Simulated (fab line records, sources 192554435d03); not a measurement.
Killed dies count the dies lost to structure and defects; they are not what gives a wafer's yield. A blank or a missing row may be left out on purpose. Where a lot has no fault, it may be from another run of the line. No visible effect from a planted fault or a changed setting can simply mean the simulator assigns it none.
What tool caused it? / flow n5-finfet / Sampling: 24 lots, 72 wafers, 6 of 1938 route steps

## WHAT EACH GAUGE READ, for each wafer
N5_ILD0_THK_MEAS_08.
lot=L074; measured=day 3 18:17; on=film-metro-02; thk-nm (nm)=139.2 139.9 141.1
lot=L075; measured=day 4 01:07; on=film-metro-01; thk-nm (nm)=136.4 137.9 138.4
lot=L076; measured=day 4 08:55; on=film-metro-01; thk-nm (nm)=138.7 140.7 140.1
lot=L077; measured=day 4 14:34; on=film-metro-02; thk-nm (nm)=135.9 138.0 137.3
lot=L078; measured=day 4 18:22; on=film-metro-02; thk-nm (nm)=137.8 139.2 134.6
lot=L079; measured=day 4 21:32; on=film-metro-01; thk-nm (nm)=138.9 138.8 134.8
lot=L080; measured=day 5 01:13; on=film-metro-01; thk-nm (nm)=139.4 139.2 139.4
lot=L081; measured=day 5 06:26; on=film-metro-01; thk-nm (nm)=139.6 139.1 139.3
lot=L082; measured=day 5 12:32; on=film-metro-02; thk-nm (nm)=137.7 136.7 139.8
lot=L083; measured=day 5 21:07; on=film-metro-01; thk-nm (nm)=138.1 136.3 139.0
lot=L084; measured=day 6 03:45; on=film-metro-02; thk-nm (nm)=139.4 137.1 138.1
lot=L085; measured=day 6 14:59; on=film-metro-01; thk-nm (nm)=137.6 138.5 135.7
lot=L086; measured=day 6 17:41; on=film-metro-02; thk-nm (nm)=139.8 136.2 138.1
lot=L087; measured=day 6 21:40; on=film-metro-01; thk-nm (nm)=139.3 139.5 136.4
lot=L088; measured=day 7 04:03; on=film-metro-02; thk-nm (nm)=138.4 139.2 137.8
lot=L089; measured=day 7 08:58; on=film-metro-02; thk-nm (nm)=138.7 139.1 138.0
lot=L090; measured=day 7 11:57; on=film-metro-02; thk-nm (nm)=139.5 138.1 138.7
lot=L091; measured=day 7 18:15; on=film-metro-01; thk-nm (nm)=138.3 134.4 136.3
lot=L092; measured=day 8 02:22; on=film-metro-02; thk-nm (nm)=135.7 139.2 138.8
lot=L093; measured=day 8 08:47; on=film-metro-01; thk-nm (nm)=139.2 137.7 140.6
lot=L094; measured=day 8 15:25; on=film-metro-01; thk-nm (nm)=137.3 139.9 139.3
lot=L095; measured=day 8 22:07; on=film-metro-01; thk-nm (nm)=141.0 137.9 141.1
lot=L096; measured=day 9 02:40; on=film-metro-02; thk-nm (nm)=141.4 138.4 137.8
lot=L097; measured=day 9 08:55; on=film-metro-02; thk-nm (nm)=138.5 135.0 135.5

N5_ILD0_THK_MEAS_13.
lot=L074; measured=day 3 21:29; on=film-metro-01; thk-nm (nm)=17.1 14.9 17.1
lot=L075; measured=day 4 04:20; on=film-metro-01; thk-nm (nm)=15.3 18.5 17.2
lot=L076; measured=day 4 13:13; on=film-metro-01; thk-nm (nm)=18.0 19.1 19.4
lot=L077; measured=day 4 18:08; on=film-metro-02; thk-nm (nm)=18.5 16.6 16.5
lot=L078; measured=day 4 21:55; on=film-metro-02; thk-nm (nm)=17.6 15.1 18.2
lot=L079; measured=day 5 00:52; on=film-metro-01; thk-nm (nm)=14.3 16.0 16.6
lot=L080; measured=day 5 04:26; on=film-metro-01; thk-nm (nm)=17.3 15.9 16.1
lot=L081; measured=day 5 09:40; on=film-metro-01; thk-nm (nm)=18.2 17.5 15.3
lot=L082; measured=day 5 15:48; on=film-metro-01; thk-nm (nm)=17.1 15.2 15.7
lot=L083; measured=day 6 00:29; on=film-metro-01; thk-nm (nm)=15.5 18.7 19.2
lot=L084; measured=day 6 07:30; on=film-metro-02; thk-nm (nm)=14.5 19.0 18.8
lot=L085; measured=day 6 18:12; on=film-metro-02; thk-nm (nm)=15.3 17.5 14.1
lot=L086; measured=day 6 20:53; on=film-metro-01; thk-nm (nm)=17.5 19.4 17.1
lot=L087; measured=day 7 00:53; on=film-metro-01; thk-nm (nm)=18.6 15.7 18.8
lot=L088; measured=day 7 07:23; on=film-metro-02; thk-nm (nm)=16.9 18.8 19.0
lot=L089; measured=day 7 12:11; on=film-metro-01; thk-nm (nm)=19.0 17.2 19.1
lot=L090; measured=day 7 15:10; on=film-metro-01; thk-nm (nm)=17.3 17.2 18.2
lot=L091; measured=day 7 21:30; on=film-metro-02; thk-nm (nm)=17.1 17.4 18.7
lot=L092; measured=day 8 06:02; on=film-metro-02; thk-nm (nm)=17.1 17.6 15.7
lot=L093; measured=day 8 12:00; on=film-metro-01; thk-nm (nm)=18.5 18.4 18.5
lot=L094; measured=day 8 18:38; on=film-metro-01; thk-nm (nm)=17.8 16.3 17.3
lot=L095; measured=day 9 01:23; on=film-metro-01; thk-nm (nm)=17.8 14.7 17.6
lot=L096; measured=day 9 05:52; on=film-metro-02; thk-nm (nm)=19.4 17.8 17.0
lot=L097; measured=day 9 12:08; on=film-metro-01; thk-nm (nm)=18.3 19.2 19.1

N5_HKMG_FIN_INSPECT_14: inspects for defects (macro).
lot=L074; measured=day 4 07:41; on=defect-inspect-02; raw-defect-count=2 3 3
lot=L075; measured=day 4 14:06; on=defect-inspect-01; raw-defect-count=2 2 6
lot=L076; measured=day 4 22:29; on=defect-inspect-01; raw-defect-count=2 1 1
lot=L077; measured=day 5 05:26; on=defect-inspect-01; raw-defect-count=1 3 5
lot=L078; measured=day 5 08:41; on=defect-inspect-02; raw-defect-count=1 3 2
lot=L079; measured=day 5 10:17; on=defect-inspect-02; raw-defect-count=0 1 1
lot=L080; measured=day 5 14:03; on=defect-inspect-01; raw-defect-count=1 3 1
lot=L081; measured=day 5 19:58; on=defect-inspect-01; raw-defect-count=2 1 2
lot=L082; measured=day 6 01:24; on=defect-inspect-02; raw-defect-count=2 1 6
lot=L083; measured=day 6 10:01; on=defect-inspect-02; raw-defect-count=5 1 0
lot=L084; measured=day 6 17:45; on=defect-inspect-02; raw-defect-count=0 1 4
lot=L085; measured=day 7 04:17; on=defect-inspect-01; raw-defect-count=2 1 1
lot=L086; measured=day 7 07:22; on=defect-inspect-01; raw-defect-count=1 2 4
lot=L087; measured=day 7 10:48; on=defect-inspect-02; raw-defect-count=0 1 2
lot=L088; measured=day 7 16:57; on=defect-inspect-01; raw-defect-count=2 3 1
lot=L089; measured=day 7 21:50; on=defect-inspect-01; raw-defect-count=0 3 1
lot=L090; measured=day 8 01:41; on=defect-inspect-01; raw-defect-count=0 2 1
lot=L091; measured=day 8 07:30; on=defect-inspect-01; raw-defect-count=2 1 3
lot=L092; measured=day 8 15:38; on=defect-inspect-01; raw-defect-count=2 4 2
lot=L093; measured=day 8 21:13; on=defect-inspect-01; raw-defect-count=2 1 3
lot=L094; measured=day 9 04:46; on=defect-inspect-01; raw-defect-count=1 3 0
lot=L095; measured=day 9 11:18; on=defect-inspect-01; raw-defect-count=1 3 2
lot=L096; measured=day 9 15:31; on=defect-inspect-02; raw-defect-count=0 0 2
lot=L097; measured=day 9 21:49; on=defect-inspect-02; raw-defect-count=4 2 3

## WHICH TOOL RAN EACH LOT (tool, then ch and the chambers of the sampled wafers, then the start)
lot=L074; N5_ILD0_LINER_00=ald-sin-04 ch 0,2,3, day 3 15:17; N5_SDB_STRIP_22=plasma-asher-02 ch 0,1, day 3 22:25; N5_HKMG_FIN_HK_ALD_01=ald-hk-02 ch 2,3, day 4 03:26
lot=L075; N5_ILD0_LINER_00=ald-sin-04 ch 0,1,2, day 3 22:07; N5_SDB_STRIP_22=plasma-asher-02 ch 0,1, day 4 05:31; N5_HKMG_FIN_HK_ALD_01=ald-hk-01 ch 0,2,3, day 4 09:40
lot=L076; N5_ILD0_LINER_00=ald-sin-03 ch 1,2,3, day 4 05:55; N5_SDB_STRIP_22=plasma-asher-02 ch 0,1, day 4 14:09; N5_HKMG_FIN_HK_ALD_01=ald-hk-02 ch 0,1,2, day 4 18:14
lot=L077; N5_ILD0_LINER_00=ald-sin-04 ch 1,2,3, day 4 11:35; N5_SDB_STRIP_22=plasma-asher-01 ch 1, day 4 19:01; N5_HKMG_FIN_HK_ALD_01=ald-hk-03 ch 2,3, day 5 01:09
lot=L078; N5_ILD0_LINER_00=ald-sin-03 ch 1,2, day 4 15:14; N5_SDB_STRIP_22=plasma-asher-01 ch 0,1, day 4 22:52; N5_HKMG_FIN_HK_ALD_01=ald-hk-01 ch 0,1, day 5 04:20
lot=L079; N5_ILD0_LINER_00=ald-sin-03 ch 0,1,3, day 4 18:34; N5_SDB_STRIP_22=plasma-asher-01 ch 0,1, day 5 01:43; N5_HKMG_FIN_HK_ALD_01=ald-hk-02 ch 1,2,3, day 5 06:02
lot=L080; N5_ILD0_LINER_00=ald-sin-04 ch 0,2,3, day 4 22:07; N5_SDB_STRIP_22=plasma-asher-01 ch 0,1, day 5 05:25; N5_HKMG_FIN_HK_ALD_01=ald-hk-02 ch 0,1,3, day 5 09:33
lot=L081; N5_ILD0_LINER_00=ald-sin-03 ch 1,3, day 5 03:26; N5_SDB_STRIP_22=plasma-asher-02 ch 0,1, day 5 10:34; N5_HKMG_FIN_HK_ALD_01=ald-hk-02 ch 1,2, day 5 15:35
lot=L082; N5_ILD0_LINER_00=ald-sin-04 ch 0,3, day 5 09:32; N5_SDB_STRIP_22=plasma-asher-01 ch 0,1, day 5 16:43; N5_HKMG_FIN_HK_ALD_01=ald-hk-03 ch 1,3, day 5 20:55
lot=L083; N5_ILD0_LINER_00=ald-sin-02 ch 0,1,2, day 5 18:08; N5_SDB_STRIP_22=plasma-asher-01 ch 0,1, day 6 01:26; N5_HKMG_FIN_HK_ALD_01=ald-hk-02 ch 1,2, day 6 05:40
lot=L084; N5_ILD0_LINER_00=ald-sin-03 ch 0,3, day 6 00:46; N5_SDB_STRIP_22=plasma-asher-01 ch 0,1, day 6 08:30; N5_HKMG_FIN_HK_ALD_01=ald-hk-02 ch 1,3, day 6 13:13
lot=L085; N5_ILD0_LINER_00=ald-sin-02 ch 1,2, day 6 11:58; N5_SDB_STRIP_22=plasma-asher-01 ch 0,1, day 6 19:08; N5_HKMG_FIN_HK_ALD_01=ald-hk-03 ch 0,2, day 7 00:02
lot=L086; N5_ILD0_LINER_00=ald-sin-03 ch 0,2,3, day 6 14:41; N5_SDB_STRIP_22=plasma-asher-02 ch 0,1, day 6 21:59; N5_HKMG_FIN_HK_ALD_01=ald-hk-01 ch 0,1,2, day 7 03:06
lot=L087; N5_ILD0_LINER_00=ald-sin-03 ch 1,2,3, day 6 18:41; N5_SDB_STRIP_22=plasma-asher-02 ch 0,1, day 7 02:11; N5_HKMG_FIN_HK_ALD_01=ald-hk-02 ch 0,1,3, day 7 06:34
lot=L088; N5_ILD0_LINER_00=ald-sin-03 ch 0,1,3, day 7 01:04; N5_SDB_STRIP_22=plasma-asher-01 ch 0,1, day 7 08:19; N5_HKMG_FIN_HK_ALD_01=ald-hk-03 ch 1,2, day 7 12:26
lot=L089; N5_ILD0_LINER_00=ald-sin-03 ch 1,2, day 7 05:53; N5_SDB_STRIP_22=plasma-asher-01 ch 0, day 7 13:05; N5_HKMG_FIN_HK_ALD_01=ald-hk-03 ch 0,1,3, day 7 17:16
lot=L090; N5_ILD0_LINER_00=ald-sin-03 ch 0,2,3, day 7 08:58; N5_SDB_STRIP_22=plasma-asher-01 ch 0,1, day 7 16:04; N5_HKMG_FIN_HK_ALD_01=ald-hk-01 ch 1,3, day 7 21:02
lot=L091; N5_ILD0_LINER_00=ald-sin-04 ch 1,2,3, day 7 15:16; N5_SDB_STRIP_22=plasma-asher-01 ch 0,1, day 7 22:47; N5_HKMG_FIN_HK_ALD_01=ald-hk-01 ch 1,2,3, day 8 03:10
lot=L092; N5_ILD0_LINER_00=ald-sin-04 ch 1,2,3, day 7 23:17; N5_SDB_STRIP_22=plasma-asher-02 ch 0,1, day 8 06:50; N5_HKMG_FIN_HK_ALD_01=ald-hk-03 ch 0,2, day 8 11:04
lot=L093; N5_ILD0_LINER_00=ald-sin-04 ch 1,2,3, day 8 05:48; N5_SDB_STRIP_22=plasma-asher-02 ch 0,1, day 8 12:56; N5_HKMG_FIN_HK_ALD_01=ald-hk-01 ch 0,1,2, day 8 17:04
lot=L094; N5_ILD0_LINER_00=ald-sin-04 ch 0,2,3, day 8 12:26; N5_SDB_STRIP_22=plasma-asher-01 ch 0,1, day 8 19:32; N5_HKMG_FIN_HK_ALD_01=ald-hk-03 ch 1,2, day 8 23:55
lot=L095; N5_ILD0_LINER_00=ald-sin-03 ch 0,1,3, day 8 18:14; N5_SDB_STRIP_22=plasma-asher-02 ch 0,1, day 9 02:21; N5_HKMG_FIN_HK_ALD_01=ald-hk-01 ch 1,2,3, day 9 06:54
lot=L096; N5_ILD0_LINER_00=ald-sin-04 ch 1,2, day 8 23:33; N5_SDB_STRIP_22=plasma-asher-02 ch 0,1, day 9 06:47; N5_HKMG_FIN_HK_ALD_01=ald-hk-02 ch 0,3, day 9 11:04
lot=L097; N5_ILD0_LINER_00=ald-sin-03 ch 1,2, day 9 05:56; N5_SDB_STRIP_22=plasma-asher-01 ch 0, day 9 13:22; N5_HKMG_FIN_HK_ALD_01=ald-hk-02 ch 2,3, day 9 17:30
- N5_ILD0_LINER_00: material SiNx, target thk 4 nm, pulse time 1 s, purge time 2 s.
- N5_SDB_STRIP_22: strips in N2/H2.
- N5_HKMG_FIN_HK_ALD_01: deposits HfO2, target thk 1.6 nm, pulse time 3 s, purge time 3 s.

## AS READ BY THE TOOLS THEMSELVES (means over the sampled wafers that have a number; for cases with no such wafer, the mark the record gives instead)
N5_ILD0_LINER_00.
lot=L074; tool=ald-sin-04; heater-power-w (W)=704; precursor-pulse-height-rel=0.987
lot=L075; tool=ald-sin-04; heater-power-w (W)=781; precursor-pulse-height-rel=0.991
lot=L076; tool=ald-sin-03; heater-power-w (W)=803; precursor-pulse-height-rel=1.011
lot=L077; tool=ald-sin-04; heater-power-w (W)=775; precursor-pulse-height-rel=0.985
lot=L078; tool=ald-sin-03; heater-power-w (W)=847; precursor-pulse-height-rel=0.987
lot=L079; tool=ald-sin-03; heater-power-w (W)=850; precursor-pulse-height-rel=0.992
lot=L080; tool=ald-sin-04; heater-power-w (W)=713; precursor-pulse-height-rel=1.008
lot=L081; tool=ald-sin-03; heater-power-w (W)=741; precursor-pulse-height-rel=1.015
lot=L082; tool=ald-sin-04; heater-power-w (W)=671; precursor-pulse-height-rel=1.011
lot=L083; tool=ald-sin-02; heater-power-w (W)=825; precursor-pulse-height-rel=0.970
lot=L084; tool=ald-sin-03; heater-power-w (W)=903; precursor-pulse-height-rel=1.011
lot=L085; tool=ald-sin-02; heater-power-w (W)=857; precursor-pulse-height-rel=0.976
lot=L086; tool=ald-sin-03; heater-power-w (W)=882; precursor-pulse-height-rel=0.992
lot=L087; tool=ald-sin-03; heater-power-w (W)=818; precursor-pulse-height-rel=1.001
lot=L088; tool=ald-sin-03; heater-power-w (W)=831; precursor-pulse-height-rel=0.987
lot=L089; tool=ald-sin-03; heater-power-w (W)=893; precursor-pulse-height-rel=1.003
lot=L090; tool=ald-sin-03; heater-power-w (W)=886; precursor-pulse-height-rel=0.995
lot=L091; tool=ald-sin-04; heater-power-w (W)=771; precursor-pulse-height-rel=0.994
lot=L092; tool=ald-sin-04; heater-power-w (W)=763; precursor-pulse-height-rel=1.018
lot=L093; tool=ald-sin-04; heater-power-w (W)=773; precursor-pulse-height-rel=1.015
lot=L094; tool=ald-sin-04; heater-power-w (W)=712; precursor-pulse-height-rel=0.997
lot=L095; tool=ald-sin-03; heater-power-w (W)=807; precursor-pulse-height-rel=1.008
lot=L096; tool=ald-sin-04; heater-power-w (W)=809; precursor-pulse-height-rel=0.985
lot=L097; tool=ald-sin-03; heater-power-w (W)=843; precursor-pulse-height-rel=1.003

N5_SDB_STRIP_22.
lot=L074; tool=plasma-asher-02; drypump-motor-current-A (A)=5.9; heater-power-w (W)=365; oes-product-au (a.u.)=0.716; strip-time-to-endpoint-s (s)=96.6
lot=L075; tool=plasma-asher-02; drypump-motor-current-A (A)=6.1; heater-power-w (W)=358; oes-product-au (a.u.)=0.716; strip-time-to-endpoint-s (s)=96.4
lot=L076; tool=plasma-asher-02; drypump-motor-current-A (A)=5.9; heater-power-w (W)=362; oes-product-au (a.u.)=0.715; strip-time-to-endpoint-s (s)=96.9
lot=L077; tool=plasma-asher-01; drypump-motor-current-A (A)=5.4; heater-power-w (W)=337; oes-product-au (a.u.)=0.714; strip-time-to-endpoint-s (s)=96.8
lot=L078; tool=plasma-asher-01; drypump-motor-current-A (A)=5.4; heater-power-w (W)=327; oes-product-au (a.u.)=0.714; strip-time-to-endpoint-s (s)=96.6
lot=L079; tool=plasma-asher-01; drypump-motor-current-A (A)=5.4; heater-power-w (W)=323; oes-product-au (a.u.)=0.719; strip-time-to-endpoint-s (s)=96.7
lot=L080; tool=plasma-asher-01; drypump-motor-current-A (A)=5.5; heater-power-w (W)=321; oes-product-au (a.u.)=0.713; strip-time-to-endpoint-s (s)=96.8
lot=L081; tool=plasma-asher-02; drypump-motor-current-A (A)=6.1; heater-power-w (W)=358; oes-product-au (a.u.)=0.717; strip-time-to-endpoint-s (s)=96.5
lot=L082; tool=plasma-asher-01; drypump-motor-current-A (A)=5.4; heater-power-w (W)=325; oes-product-au (a.u.)=0.710; strip-time-to-endpoint-s (s)=96.7
lot=L083; tool=plasma-asher-01; drypump-motor-current-A (A)=5.5; heater-power-w (W)=321; oes-product-au (a.u.)=0.717; strip-time-to-endpoint-s (s)=96.6
lot=L084; tool=plasma-asher-01; drypump-motor-current-A (A)=5.4; heater-power-w (W)=325; oes-product-au (a.u.)=0.713; strip-time-to-endpoint-s (s)=97.3
lot=L085; tool=plasma-asher-01; drypump-motor-current-A (A)=5.5; heater-power-w (W)=325; oes-product-au (a.u.)=0.712; strip-time-to-endpoint-s (s)=96.8
lot=L086; tool=plasma-asher-02; drypump-motor-current-A (A)=6.1; heater-power-w (W)=360; oes-product-au (a.u.)=0.711; strip-time-to-endpoint-s (s)=96.4
lot=L087; tool=plasma-asher-02; drypump-motor-current-A (A)=5.8; heater-power-w (W)=360; oes-product-au (a.u.)=0.715; strip-time-to-endpoint-s (s)=96.2
lot=L088; tool=plasma-asher-01; drypump-motor-current-A (A)=5.5; heater-power-w (W)=316; oes-product-au (a.u.)=0.714; strip-time-to-endpoint-s (s)=96.4
lot=L089; tool=plasma-asher-01; drypump-motor-current-A (A)=5.6; heater-power-w (W)=309; oes-product-au (a.u.)=0.716; strip-time-to-endpoint-s (s)=96.5
lot=L090; tool=plasma-asher-01; drypump-motor-current-A (A)=5.4; heater-power-w (W)=323; oes-product-au (a.u.)=0.714; strip-time-to-endpoint-s (s)=96.3
lot=L091; tool=plasma-asher-01; drypump-motor-current-A (A)=5.4; heater-power-w (W)=323; oes-product-au (a.u.)=0.713; strip-time-to-endpoint-s (s)=96.0
lot=L092; tool=plasma-asher-02; drypump-motor-current-A (A)=6.1; heater-power-w (W)=352; oes-product-au (a.u.)=0.716; strip-time-to-endpoint-s (s)=95.9
lot=L093; tool=plasma-asher-02; drypump-motor-current-A (A)=6.1; heater-power-w (W)=359; oes-product-au (a.u.)=0.716; strip-time-to-endpoint-s (s)=96.2
lot=L094; tool=plasma-asher-01; drypump-motor-current-A (A)=5.4; heater-power-w (W)=326; oes-product-au (a.u.)=0.720; strip-time-to-endpoint-s (s)=96.1
lot=L095; tool=plasma-asher-02; drypump-motor-current-A (A)=6.1; heater-power-w (W)=356; oes-product-au (a.u.)=0.714; strip-time-to-endpoint-s (s)=96.3
lot=L096; tool=plasma-asher-02; drypump-motor-current-A (A)=6.1; heater-power-w (W)=358; oes-product-au (a.u.)=0.720; strip-time-to-endpoint-s (s)=96.4
lot=L097; tool=plasma-asher-01; drypump-motor-current-A (A)=5.5; heater-power-w (W)=315; oes-product-au (a.u.)=0.719; strip-time-to-endpoint-s (s)=96.3

N5_HKMG_FIN_HK_ALD_01.
lot=L074 tool=ald-hk-02 precursor-pulse-height-rel=1.005
lot=L075 tool=ald-hk-01 precursor-pulse-height-rel=0.998
lot=L076 tool=ald-hk-02 precursor-pulse-height-rel=0.981
lot=L077 tool=ald-hk-03 precursor-pulse-height-rel=1.003
lot=L078 tool=ald-hk-01 precursor-pulse-height-rel=1.011
lot=L079 tool=ald-hk-02 precursor-pulse-height-rel=0.994
lot=L080 tool=ald-hk-02 precursor-pulse-height-rel=1.013
lot=L081 tool=ald-hk-02 precursor-pulse-height-rel=1.025
lot=L082 tool=ald-hk-03 precursor-pulse-height-rel=1.004
lot=L083 tool=ald-hk-02 precursor-pulse-height-rel=1.003
lot=L084 tool=ald-hk-02 precursor-pulse-height-rel=0.992
lot=L085 tool=ald-hk-03 precursor-pulse-height-rel=1.001
lot=L086 tool=ald-hk-01 precursor-pulse-height-rel=1.012
lot=L087 tool=ald-hk-02 precursor-pulse-height-rel=1.003
lot=L088 tool=ald-hk-03 precursor-pulse-height-rel=0.992
lot=L089 tool=ald-hk-03 precursor-pulse-height-rel=0.988
lot=L090 tool=ald-hk-01 precursor-pulse-height-rel=0.998
lot=L091 tool=ald-hk-01 precursor-pulse-height-rel=0.996
lot=L092 tool=ald-hk-03 precursor-pulse-height-rel=0.996
lot=L093 tool=ald-hk-01 precursor-pulse-height-rel=1.012
lot=L094 tool=ald-hk-03 precursor-pulse-height-rel=0.984
lot=L095 tool=ald-hk-01 precursor-pulse-height-rel=0.992
lot=L096 tool=ald-hk-02 precursor-pulse-height-rel=0.997
lot=L097 tool=ald-hk-02 precursor-pulse-height-rel=1.005

## THE ANSWER, worked out from the rows above alone
Rule: usual is defined by the lots themselves. Put in order of their means at a reading, lots are off if they are a third of the lots or fewer, leave a main group of 4 or more, and stand apart from it by a gap of 3 or more times the standard deviation of the main group's means; of several such gaps the widest counts. Not used: any main group whose means are identical at the precision the tables above print for the reading. Also off: a lot with no number at a reading for which 4 or more lots have one. Where the step has rows for the other lots, those lots are counted as sound. After the gauges, taken in route order, come the tools' own readings; for these a lot's mean is taken, as printed above. At the first step where some lot is off, the reading lying furthest off is the one used; lots without a number count as furthest.
No lot is off at any reading shown: from this, nothing can be told.

## WHAT THE SIMULATOR HAD PUT IN
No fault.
